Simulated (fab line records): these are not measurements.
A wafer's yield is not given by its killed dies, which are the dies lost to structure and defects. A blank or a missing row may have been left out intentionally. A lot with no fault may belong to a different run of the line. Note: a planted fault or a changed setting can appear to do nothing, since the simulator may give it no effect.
fab line records | flow nand-harc | part 2 of 2: steps 5 to 6 of 6
record lots=23 wafers=69 last-day=33
route steps=1302 shown A_STAIRCASE@679
lots that met no fault: from a run of the same line without faults
start-h: hours from the record's first day to the start of the lot's first wafer shown | wait-h: hours from the lot's prior step to this one | " identical to the entry in the row above | L1.1+2: a row that stands for several wafers | - no value, or no start given | * or withheld: withheld | < > ~ a bound
route shown NAME@n: names a module that has steps shown in the file, with the first one's number in the route | usual: average and standard deviation across the fault-free wafers | same: alike in all rows | chamber/n: place in a boat | sites: per-site readings | _std_site: standard deviation of those values | _edge_site: inner sites' mean taken away from outer sites' mean | radius-mm: how far each site lies from the wafer's centre | mask NAME#n: copy n | behind: the last tool/chamber to shape the wafer | hold: why the lot went on hold/how many hours it stayed there/how the hold came to an end | device: whichever transistor did not switch (one of n, p or np) | end of line: the same wafers' tests at the end of the route | step lacking rows: just its recipe | killed: the dies lost at the first sort to structure and to defects; this is not the yield of the wafer | map: dies across one wafer; x = killed, . = not, _ = none there
set.NAME: the setting the step ran with; set.NAME@STEP: the setting that earlier step ran with | model.NAME: the simulator's own value behind a step, which no gauge read
a sample of lots followed through the steps of the route, with each step as a table and each wafer as a row
services: a tool's chamber out of use, with start hour (start-h, from the record's first day; less than 0 if before it), hours out, and reason
## steps
# step NHARC_A_STAIRCASE_ETCH_236
# recipe target-depth-a=1000 time-s=40.5 ion-energy-ev=400 c4f8-flow-sccm=20 o2-flow-sccm=10 ar-flow-sccm=withheld rf-w=600 bias-w=1000 chemistry=C4F8/O2
# usual bias-w=999.7/2.8 oes-product-au=0.944/0.015 rf-vpp-V=897/3.8
# columns lot.wafer tool chamber start-h wait-h bias-w oes-product-au rf-hours-counter-h rf-vpp-V
L074.4 rie-diel-08 3 - - 998.9 0.945 - 898
L074.6 " 1 " " 1003.9 0.936 - 888
L074.5 " 2 " " 1003.0 0.955 - 898
L076.1 rie-diel-05 3 370.36 - 993.5 1.004 40 898
L076.5 " 2 " " 1001.9 1.001 - 896
L076.4 " 1 " " 1000.6 0.996 - 895
L075.3 rie-diel-05 1 - - 999.0 0.954 50 896
L075.2 " 2 " " 997.3 0.934 37 898
L075.6 " 3 " " 1002.4 0.950 - 899
L077.2 rie-diel-08 3 - - 995.9 0.947 3 896
L077.4 " 0 " " 1006.2 0.950 4 897
L077.5 " 3 " " 995.6 0.933 - 896
L078.1 rie-diel-02 1 - - 1000.4 0.918 1 904
L078.4 " 3 " " 1000.1 0.946 - 890
L078.5 " 1 " " 997.9 0.927 - 904
L079.3 rie-diel-08 0 - - 1001.9 0.945 11 897
L079.1 " 2 " " 997.5 0.964 10 899
L079.2 " 3 " " 1002.2 0.943 11 897
L080.2 rie-diel-08 3 - - 999.0 0.948 13 897
L080.5 " 2 " " 1001.3 0.935 - 898
L080.6 " 3 " " 1000.7 0.939 - 896
L081.1 rie-diel-02 1 - - 1004.3 0.919 10 902
L081.6 " 2 " " 1001.8 0.944 - 898
L081.5 " 3 " " 998.4 0.947 - 891
L082.1 rie-diel-05 1 - - 1002.9 0.939 4 895
L082.6 " 2 " " 1004.6 0.959 - 897
L082.4 " 3 " " 1001.2 0.954 - 899
L083.3 rie-diel-08 0 - - 997.5 0.947 25 895
L083.2 " 2 " " 998.7 0.972 24 897
L083.5 " 3 " " 995.4 0.953 - 895
L084.2 rie-diel-05 0 - - 996.3 0.941 13 903
L084.3 " 1 " " 993.3 0.933 16 893
L084.6 " 0 " " 1001.7 0.937 - 903
L085.1 rie-diel-02 1 - - 999.0 0.924 23 903
L085.3 " 2 " " 1005.1 0.940 27 896
L085.4 " 0 " " 999.7 0.926 - 902
L087.4 rie-diel-08 0 - - 997.6 0.939 37 896
L087.5 " 3 " " 998.5 0.937 - 896
L087.6 " 0 " " 998.6 0.943 - 896
L090.1 rie-diel-08 0 - - 994.8 0.940 45 895
L090.2 " 1 " " 1001.1 0.928 39 906
L090.6 " 0 " " 996.9 0.937 - 895
L088.2 rie-diel-05 0 - - 1000.3 0.941 26 903
L088.4 " 1 " " 998.6 0.948 34 895
L088.5 " 2 " " 996.9 0.940 - 897
L089.2 rie-diel-08 2 - - 1001.5 0.957 44 897
L089.4 " 0 " " 991.7 0.936 46 893
L089.6 " 3 " " 999.4 0.947 - 894
L091.1 rie-diel-05 2 - - 1000.8 0.936 36 896
L091.2 " 3 " " 996.0 0.939 30 898
L091.6 " 3 " " 995.4 0.942 - 898
L092.3 rie-diel-05 1 - - 1003.9 0.949 42 893
L092.4 " 3 " " 999.9 0.933 37 897
L092.5 " 0 " " 995.5 0.936 - 902
L093.4 rie-diel-02 3 - - 999.3 0.950 47 891
L093.3 " 0 " " 997.4 0.927 51 900
L093.5 " 1 " " 999.6 0.936 - 902
L094.2 rie-diel-05 1 - - 1004.2 0.938 43 895
L094.1 " 2 " " 1003.1 0.939 44 897
L094.6 " 0 " " 998.0 0.962 - 902
L095.2 rie-diel-02 0 - - 1000.7 0.931 56 897
L095.5 " 2 " " 998.8 0.949 - 896
L095.6 " 3 " " 998.3 0.939 - 892
L096.3 rie-diel-05 2 - - 1004.1 0.948 50 896
L096.1 " 1 " " 1001.6 0.944 49 894
L096.6 " 3 " " 998.8 0.942 - 897
L097.3 rie-diel-05 0 - - 1000.4 0.925 44 903
L097.4 " 3 " " 1002.7 0.935 46 897
L097.6 " 1 " " 1001.5 0.916 - 894
# step NHARC_A_STAIRCASE_ETCH_253
# recipe target-depth-a=500 time-s=20.2 ion-energy-ev=400 c4f8-flow-sccm=20 o2-flow-sccm=10 ar-flow-sccm=withheld rf-w=600 bias-w=1000 chemistry=C4F8/O2
# usual bias-w=999.8/2.8 oes-product-au=0.954/0.019 rf-vpp-V=898/4.2
# columns lot.wafer tool chamber start-h wait-h bias-w oes-product-au rf-hours-counter-h rf-vpp-V
L074.4 rie-diel-05 3 365.45 0.1 998.9 0.933 39 899
L074.5 " 2 " " 998.5 0.938 - 898
L074.6 " 3 " " 1005.4 0.926 - 897
L076.4 rie-diel-02 2 372.06 0.1 993.7 0.944 50 898
L076.1 " 3 " " 996.1 0.953 52 892
L076.5 " 3 " " 997.2 0.954 - 893
L075.2 rie-diel-02 0 373.92 0.1 999.7 0.966 53 901
L075.3 " 2 " " 998.0 0.980 50 898
L075.6 " 0 " " 1001.8 0.965 - 900
L077.2 rie-diel-08 0 394.91 0.1 1001.0 0.974 4 896
L077.4 " 3 " " 999.9 0.956 4 896
L077.5 " 0 " " 999.2 0.980 - 894
L078.1 rie-diel-02 2 410.46 0.1 999.4 0.942 3 898
L078.5 " 1 " " 995.4 0.929 - 903
L078.4 " 2 " " 999.3 0.941 - 897
L079.1 rie-diel-02 1 411.14 0.1 995.9 0.933 3 905
L079.3 " 2 " " 997.6 0.965 3 897
L079.2 " 3 " " 1003.5 0.952 3 892
L080.2 rie-diel-02 1 419.91 0.1 1001.8 0.938 6 903
L080.5 " 1 " " 1000.9 0.945 - 902
L080.6 " 2 " " 997.4 0.983 - 898
L081.1 rie-diel-08 1 436.84 0.1 997.2 0.985 16 905
L081.6 " 2 " " 999.5 0.993 - 897
L081.5 " 3 " " 997.2 0.969 - 896
L082.1 rie-diel-05 3 437.42 0.1 998.6 0.945 6 898
L082.6 " 3 " " 998.5 0.948 - 898
L082.4 " 1 " " 999.8 0.938 - 896
L083.2 rie-diel-05 3 455.90 0.1 1001.0 0.976 13 898
L083.3 " 0 " " 1005.4 0.961 8 904
L083.5 " 1 " " 1004.7 0.943 - 894
L084.2 rie-diel-05 2 475.70 0.1 998.3 0.962 17 896
L084.3 " 3 " " 997.6 0.966 18 896
L084.6 " 1 " " 1002.5 0.947 - 892
L085.4 rie-diel-05 2 477.18 0.1 1006.0 0.979 17 897
L085.3 " 3 " " 999.9 0.964 18 898
L085.1 " 0 " " 1001.0 0.954 13 904
L087.4 rie-diel-08 2 493.96 0.1 1006.6 0.957 34 898
L087.5 " 3 " " 996.7 0.942 - 896
L087.6 " 0 " " 995.7 0.936 - 894
L090.2 rie-diel-08 1 528.02 0.1 999.3 0.922 39 904
L090.1 " 3 " " 998.8 0.935 49 896
L090.6 " 2 " " 996.6 0.940 - 897
L088.2 rie-diel-02 3 530.12 0.1 1002.3 0.932 37 892
L088.4 " 1 " " 999.5 0.908 42 904
L088.5 " 3 " " 1003.1 0.921 - 890
L089.4 rie-diel-08 2 532.69 0.1 996.6 0.977 45 898
L089.2 " 3 " " 996.7 0.959 50 896
L089.6 " 0 " " 1000.3 0.970 - 895
L091.1 rie-diel-05 3 538.40 0.1 1003.2 0.934 30 896
L091.2 " 0 " " 1004.0 0.927 28 904
L091.6 " 0 " " 1001.1 0.937 - 903
L092.4 rie-diel-05 0 551.80 0.1 998.6 0.972 34 904
L092.3 " 1 " " 994.6 0.978 43 893
L092.5 " 3 " " 998.5 0.944 - 897
L093.4 rie-diel-05 0 552.37 0.1 997.7 0.973 34 904
L093.3 " 1 " " 1001.8 0.972 43 896
L093.5 " 0 " " 1000.0 0.974 - 904
L094.2 rie-diel-02 1 552.54 0.1 1002.4 0.932 53 904
L094.1 " 2 " " 999.9 0.947 53 896
L094.6 " 0 " " 999.9 0.945 - 899
L095.2 rie-diel-08 3 571.25 0.1 1000.2 0.954 4 895
L095.5 " 3 " " 999.0 0.952 - 896
L095.6 " 1 " " 1002.9 0.963 - 906
L096.1 rie-diel-02 2 571.41 0.1 1001.6 0.984 58 896
L096.3 " 3 " " 997.0 0.981 52 891
L096.6 " 2 " " 998.9 0.976 - 896
L097.4 rie-diel-08 0 583.08 0.1 997.4 0.918 8 896
L097.3 " 1 " " 994.9 0.929 10 905
L097.6 " 1 " " 996.1 0.919 - 904
## services
# columns tool chamber start-h hours kind
rie-diel-08 0 349.46 - clean
rie-diel-08 1 349.46 - clean
rie-diel-08 2 349.46 - clean
rie-diel-08 3 349.46 - clean
rie-diel-05 0 369.60 8.5 repair
rie-diel-08 - 370.35 9.0 pm
rie-diel-08 0 370.35 9.0 vent-cycle
rie-diel-08 1 370.35 9.0 vent-cycle
rie-diel-08 2 370.35 9.0 vent-cycle
rie-diel-08 3 370.35 9.0 vent-cycle
rie-diel-02 - 395.37 9.0 pm
rie-diel-02 0 406.06 9.1 repair
rie-diel-05 - 409.06 9.0 pm
rie-diel-08 3 427.00 1.3 repair
rie-diel-05 - 431.97 0.5 repair
rie-diel-05 0 435.57 3.9 repair
rie-diel-02 3 474.51 10.8 repair
rie-diel-02 3 494.57 6.8 repair
rie-diel-05 3 497.36 12.1 repair
rie-diel-05 0 502.32 10.3 repair
rie-diel-08 - 547.36 9.0 pm
rie-diel-02 - 553.86 0.2 repair
rie-diel-08 0 570.22 6.2 repair
rie-diel-02 - 572.37 9.0 pm
